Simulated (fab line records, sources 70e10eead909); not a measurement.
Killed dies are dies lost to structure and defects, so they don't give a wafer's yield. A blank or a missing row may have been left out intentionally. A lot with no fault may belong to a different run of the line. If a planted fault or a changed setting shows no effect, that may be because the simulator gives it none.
What tool caused it?	flow nand-harc	42 wafers from 14 lots sampled at 4 of the route's 1302 steps

## WHAT THE GAUGES SHOWED, per wafer
The record lacks any reading of a measuring or inspecting step that a usual standard deviation could be used to judge.

## WHAT TOOL EACH LOT RAN ON (gives the tool, then ch and the chambers of the sampled wafers, and finally the start)
lot	NHARC_A_CONTACT_ETCH_48	NHARC_A_CONTACT_ETCH_117	NHARC_A_CONTACT_ETCH_123	NHARC_A_CONTACT_ETCH_90
L543	rie-diel-02 ch 1,2,3, day 22 03:29	har-cap-etch-02 ch 0,1, day 22 06:23	har-cap-etch-02 ch 0,1, day 22 07:24	rie-diel-03 ch 0,1,2, day 22 08:23
L546	rie-diel-03 ch 1,2,3, day 22 13:46	har-cap-etch-02 ch 0,1, day 22 16:38	har-cap-etch-02 ch 0,1, day 22 17:40	rie-diel-03 ch 1,2,3, day 22 18:41
L548	rie-diel-08 ch 0,3, day 23 15:01	har-cap-etch-03 ch 0,1, day 23 18:10	har-cap-etch-03 ch 0,1, day 23 19:11	rie-diel-02 ch 1,2, day 23 20:10
L550	rie-diel-02 ch 0,1, day 25 07:25	har-cap-etch-02 ch 0,1, day 25 13:18	har-cap-etch-02 ch 0,1, day 25 14:19	rie-diel-08 ch 2,3, day 25 15:18
L552	rie-diel-08 ch 0,1,2, day 25 15:59	har-cap-etch-02 ch 0,1, day 25 18:54	har-cap-etch-02 ch 0,1, day 25 19:59	rie-diel-08 ch 1,2,3, day 25 20:53
L555	rie-diel-08 ch 0,3, day 26 03:12	har-cap-etch-01 ch 0,1, day 26 06:02	har-cap-etch-01 ch 0,1, day 26 07:04	rie-diel-08 ch 0,1,2, day 26 08:13
L554	rie-diel-02 ch 0,2,3, day 26 11:02	har-cap-etch-03 ch 0,1, day 26 14:01	har-cap-etch-03 ch 0,1, day 26 15:02	rie-diel-08 ch 0,2,3, day 26 16:01
L556	rie-diel-08 ch 1,2, day 26 11:16	har-cap-etch-02 ch 0,1, day 26 14:55	har-cap-etch-02 ch 0,1, day 26 15:57	rie-diel-08 ch 0,2,3, day 26 17:00
L561	rie-diel-08 ch 0,1,3, day 29 10:47	har-cap-etch-03 ch 0,1, day 29 13:40	har-cap-etch-03 ch 0,1, day 29 14:42	rie-diel-03 ch 0,2, day 29 15:41
L563	rie-diel-02 ch 0,3, day 30 01:07	har-cap-etch-03 ch 1, day 30 03:56	har-cap-etch-03 ch 1, day 30 05:01	rie-diel-08 ch 0,3, day 30 05:55
L562	rie-diel-03 ch 1,2,3, day 30 08:41	har-cap-etch-01 ch 0,1, day 30 11:45	har-cap-etch-01 ch 0,1, day 30 12:46	rie-diel-02 ch 1,2,3, day 30 13:46
L565	rie-diel-08 ch 1,2,3, day 30 13:50	har-cap-etch-02 ch 0,1, day 30 16:37	har-cap-etch-02 ch 0,1, day 30 17:38	rie-diel-08 ch 0,2,3, day 30 18:39
L564	rie-diel-03 ch 0,1,2, day 30 15:08	har-cap-etch-01 ch 0,1, day 30 18:29	har-cap-etch-01 ch 0,1, day 30 19:34	rie-diel-02 ch 1,3, day 30 20:27
L566	rie-diel-08 ch 1,2,3, day 31 14:20	har-cap-etch-02 ch 0,1, day 31 17:09	har-cap-etch-02 ch 0,1, day 31 18:14	rie-diel-08 ch 0,1,2, day 31 19:07
- NHARC_A_CONTACT_ETCH_48: etches the open film in CF4, target depth 39 nm, time 65 s.
- NHARC_A_CONTACT_ETCH_117: etches the open film in C4F8/O2/Ar, time 190 s, target depth 1850 nm.
- NHARC_A_CONTACT_ETCH_123: etches the open film in C4F8/O2/Ar, time 490 s, target depth 2110 nm.
- NHARC_A_CONTACT_ETCH_90: etches the open film in CH3F/O2, target depth 40 nm, time 85.7 s.

## AS READ BY THE TOOLS THEMSELVES (means over the sampled wafers that have a number; for cases with no such wafer, the mark the record gives instead)
NHARC_A_CONTACT_ETCH_48. Usual: drypump-motor-current-A 5.8 A, standard deviation 0.37; oes-product-au 0.997 a.u., standard deviation 0.011; rf-vpp-V 151.0 V, standard deviation 0.92; run-length-s 86.2 s, standard deviation 0.31; showerhead-plenum-p-Torr 1.74 Torr, standard deviation 0.051; throttle-valve-pct 13.284 %, standard deviation 0.009.
lot	tool	drypump-motor-current-A (A)	oes-product-au (a.u.)	rf-vpp-V (V)	run-length-s (s)	showerhead-plenum-p-Torr (Torr)	throttle-valve-pct (%)	flag
L543	rie-diel-02	5.4	0.992	151.1	85.9	1.78	13.292	
L546	rie-diel-03	5.5	0.999	151.8	86.3	1.79	13.285	
L548	rie-diel-08	6.0	1.023	150.6	86.2	1.72	13.282	
L550	rie-diel-02	5.5	0.989	151.9	85.8	1.81	13.282	
L552	rie-diel-08	5.9	1.008	150.4	86.3	1.72	13.286	
L555	rie-diel-08	5.9	0.993	149.3	86.1	1.71	13.285	
L554	rie-diel-02	5.1	0.995	150.6	85.9	1.74	13.285	
L556	rie-diel-08	6.0	0.995	151.2	86.4	1.73	13.278	
L561	rie-diel-08	6.0	1.008	150.2	86.1	1.71	13.284	
L563	rie-diel-02	5.2	1.001	150.1	85.8	1.72	13.280	
L562	rie-diel-03	5.5	0.988	151.2	86.1	1.78	13.281	
L565	rie-diel-08	6.0	1.000	151.2	86.5	1.71	13.273	
L564	rie-diel-03	5.8	0.995	152.3	86.1	1.79	13.279	
L566	rie-diel-08	6.0	0.999	150.9	86.6	1.71	13.281	

NHARC_A_CONTACT_ETCH_123. Usual: run-length-s reads 521.4 s (standard deviation 0.46).
lot	tool	run-length-s (s)	flag
L543	har-cap-etch-02	521.0	
L546	har-cap-etch-02	521.1	
L548	har-cap-etch-03	521.2	
L550	har-cap-etch-02	520.9	
L552	har-cap-etch-02	521.3	
L555	har-cap-etch-01	522.0	
L554	har-cap-etch-03	521.2	
L556	har-cap-etch-02	521.1	
L561	har-cap-etch-03	521.4	
L563	har-cap-etch-03	521.2	
L562	har-cap-etch-01	522.0	
L565	har-cap-etch-02	520.8	
L564	har-cap-etch-01	522.3	
L566	har-cap-etch-02	521.1	

NHARC_A_CONTACT_ETCH_90. Usual: for drypump-motor-current-A, 5.8 A with a standard deviation of 0.38; for o2-flow-sccm, 30.00 sccm with a standard deviation of 0.087; for oes-product-au, 0.95 a.u. with a standard deviation of 0.036; for rf-vpp-V, 243.9 V with a standard deviation of 1.3; for run-length-s, 107.0 s with a standard deviation of 0.34; for showerhead-plenum-p-Torr, 2.42 Torr with a standard deviation of 0.076; for throttle-valve-pct, 20.663 % with a standard deviation of 0.0098.
lot	tool	drypump-motor-current-A (A)	o2-flow-sccm (sccm)	oes-product-au (a.u.)	rf-vpp-V (V)	run-length-s (s)	showerhead-plenum-p-Torr (Torr)	throttle-valve-pct (%)	flag
L543	rie-diel-03	5.7	30.02	1.00	245.1	106.9	2.51	20.670	
L546	rie-diel-03	5.5	30.00	0.93	246.2	106.9	2.50	20.660	
L548	rie-diel-02	5.8	29.88	0.91	245.8	106.8	2.56	20.672	
L550	rie-diel-08	6.1	30.02	1.00	243.9	107.2	2.40	20.659	
L552	rie-diel-08	6.0	30.06	0.92	243.3	107.0	2.39	20.657	
L555	rie-diel-08	5.9	30.04	0.92	243.8	107.0	2.39	20.666	
L554	rie-diel-08	6.0	29.95	1.01	243.5	98.0	2.38	20.661	OFF
L556	rie-diel-08	6.0	30.00	0.93	243.5	98.2	2.38	20.656	OFF
L561	rie-diel-03	5.7	30.02	0.99	243.8	106.8	2.43	20.668	
L563	rie-diel-08	6.1	30.06	0.92	243.6	106.9	2.37	20.669	
L562	rie-diel-02	5.5	30.07	0.92	244.8	106.8	2.45	20.668	
L565	rie-diel-08	6.0	30.01	0.92	243.3	107.0	2.38	20.673	
L564	rie-diel-02	5.5	30.00	0.93	243.9	106.6	2.43	20.665	
L566	rie-diel-08	5.9	29.94	0.93	242.9	107.3	2.39	20.663	

## THE ANSWER, worked out from the rows above alone
Rule: a lot counts as off when the mean over its wafers that have a number is more than 3 standard deviations away from the usual mean. A lot without any number at a reading at which 4 lots or more have one is off too. Where the step has rows for the other lots, those lots are counted as sound. The gauges are gone through in route order, then the tools' own readings, and for those a lot's mean is taken as printed above. At the first step where some lot is off, the reading lying furthest off is the one used; lots without a number count as furthest.
Off at NHARC_A_CONTACT_ETCH_90 (run-length-s): L554, L556.
A tool fits if, at that step or a process step before it, it ran every lot that is off, and no sound lot after the first of them. No candidate that was tried fits.

## WHAT THE SIMULATOR PUT IN
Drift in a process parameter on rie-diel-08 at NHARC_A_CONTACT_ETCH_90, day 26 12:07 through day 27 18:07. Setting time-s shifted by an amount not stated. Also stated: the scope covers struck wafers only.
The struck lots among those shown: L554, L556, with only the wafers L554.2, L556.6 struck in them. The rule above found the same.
